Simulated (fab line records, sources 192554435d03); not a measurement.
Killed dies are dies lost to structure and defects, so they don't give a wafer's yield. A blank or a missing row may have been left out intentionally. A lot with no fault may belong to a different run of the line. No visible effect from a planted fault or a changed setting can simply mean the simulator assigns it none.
Matching of chambers | flow n5 finfet | ald sin-02 running N5_GATE_CUT_SAC_CAP_01: 4 sister chambers
The step material SiNx, target thk 24 nm, pulse time 1 s, ald cycles 480. 18 wafers are shown with their chamber, then 9 later ones without.

WAFERS, EACH WITH ITS CHAMBER
wafer  | chamber | heater power w (W) | precursor pulse height rel
L078.1 | 3       | 836                | 1.005
L078.4 | 0       | 836                | 0.982
L078.6 | 0       | 830                | 1.005
L079.1 | 2       | 1046               | 1.004
L079.3 | 0       | 828                | 0.999
L079.5 | 3       | 867                | 0.982
L080.1 | 0       | 837                | 1.024
L080.2 | 2       | 1046               | 1.003
L080.3 | 1       | 845                | 0.960
L080.4 | 3       | 849                | 0.996
L080.5 | 3       | 828                | 1.049
L080.6 | 2       | 1058               | 0.969
L086.2 | 0       | 863                | 0.986
L086.3 | 1       | 832                | 1.000
L086.4 | 2       | 1102               | 1.040
L090.2 | 2       | 1074               | 0.972
L090.3 | 3       | 825                | 1.013
L090.6 | 1       | 849                | 1.017

SIGNATURES, as means of the wafers listed above
reading                    | chamber 0 | chamber 1 | chamber 2 | chamber 3 | scatter within a chamber
heater power w             | 838.80    | 842.00    | 1065.20   | 841.00    | 17.6
precursor pulse height rel | 0.99920   | 0.99233   | 0.99760   | 1.00900   | 0.0249
Rule: for each reading, subtract the chamber's mean from the wafer's reading, divide by that reading's scatter and square the result; add these up over the readings and take the root, which gives the wafer's distance from the chamber. If the next closest chamber is less than 2 further off than the closest, the wafer can't be placed; otherwise it belongs to the closest. How the scatter is found: for the shown wafers, subtract from each reading the mean of its chamber, square and add these, divide the total by (wafers less chambers), then take the root.

WAFERS WITHOUT THEIR CHAMBER
wafer  | heater power w (W) | precursor pulse height rel
L091.1 | 1087               | 0.980
L091.3 | 832                | 0.998
L091.6 | 1112               | 1.036
L093.3 | 813                | 1.000
L093.4 | 842                | 0.965
L093.5 | 834                | 1.054
L095.4 | 866                | 0.994
L095.5 | 852                | 0.982
L095.6 | 833                | 0.965

THE CHAMBER EACH PASSED THROUGH
wafer  | from the rows above          | in truth
L091.1 | 2                            | 2
L091.3 | can't be placed: 0 or 1 or 3 | 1
L091.6 | 2                            | 2
L093.3 | can't be placed: 0 or 3 or 1 | 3
L093.4 | can't be placed: 1 or 0 or 3 | 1
L093.5 | can't be placed: 3 or 0 or 1 | 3
L095.4 | can't be placed: 1 or 3 or 0 | 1
L095.5 | can't be placed: 1 or 0 or 3 | 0
L095.6 | can't be placed: 1 or 0 or 3 | 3
Placed correctly: 2 of 9. From these rows, 7 cannot be placed; in 7 the true chamber is one of the candidates. Wrongly placed: 0.
